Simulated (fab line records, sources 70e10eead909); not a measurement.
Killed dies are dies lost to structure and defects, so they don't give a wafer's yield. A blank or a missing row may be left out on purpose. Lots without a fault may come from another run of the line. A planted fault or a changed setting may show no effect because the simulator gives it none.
Chamber matching | flow nand_harc | NHARC_A_SGD_CUT_CMP_21 on cmp-03: 4 sister chambers
The step polishes, target thk 148.19 nm. 4 wafers are shown with their chamber, then 7 later ones without.

WAFERS WITH THEIR CHAMBER
wafer  | chamber | motor_current_A (A)
L088.1 | 1       | 13.8
L088.2 | 3       | 10.9
L094.1 | 2       | 10.6
L094.3 | 0       | 13.1

WAFERS WITHOUT THEIR CHAMBER
wafer  | motor_current_A (A)
L094.5 | 13.3
L095.2 | 12.9
L095.4 | 11.1
L095.5 | 10.5
L097.2 | 12.7
L097.3 | 10.7
L097.6 | 10.3

WHICH CHAMBER EACH WENT THROUGH
wafer  | from the rows above     | in truth
L094.5 | can't be placed: 0 or 1 | 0
L095.2 | 0                       | 0
L095.4 | can't be placed: 3 or 2 | 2
L095.5 | can't be placed: 2 or 3 | 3
L097.2 | 0                       | 0
L097.3 | can't be placed: 2 or 3 | 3
L097.6 | can't be placed: 2 or 3 | 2
Placed correctly: 2 of 7. Can't be placed from these rows: 5 (the true chamber is among the candidates in 5). Placed wrongly: 0.
How it was worked out, from the rows above alone: a wafer's distance from a chamber is the root of the sum, over the readings, of the square of ((its reading less the chamber's mean) divided by the reading's scatter). The wafer belongs to the nearest chamber; if the next one is less than 2 further off, it can't be placed. A chamber's mean is the mean of its shown wafers. The scatter: with one shown wafer a chamber, the root of the mean of the squares of how far each hidden wafer lies from its nearest shown one.
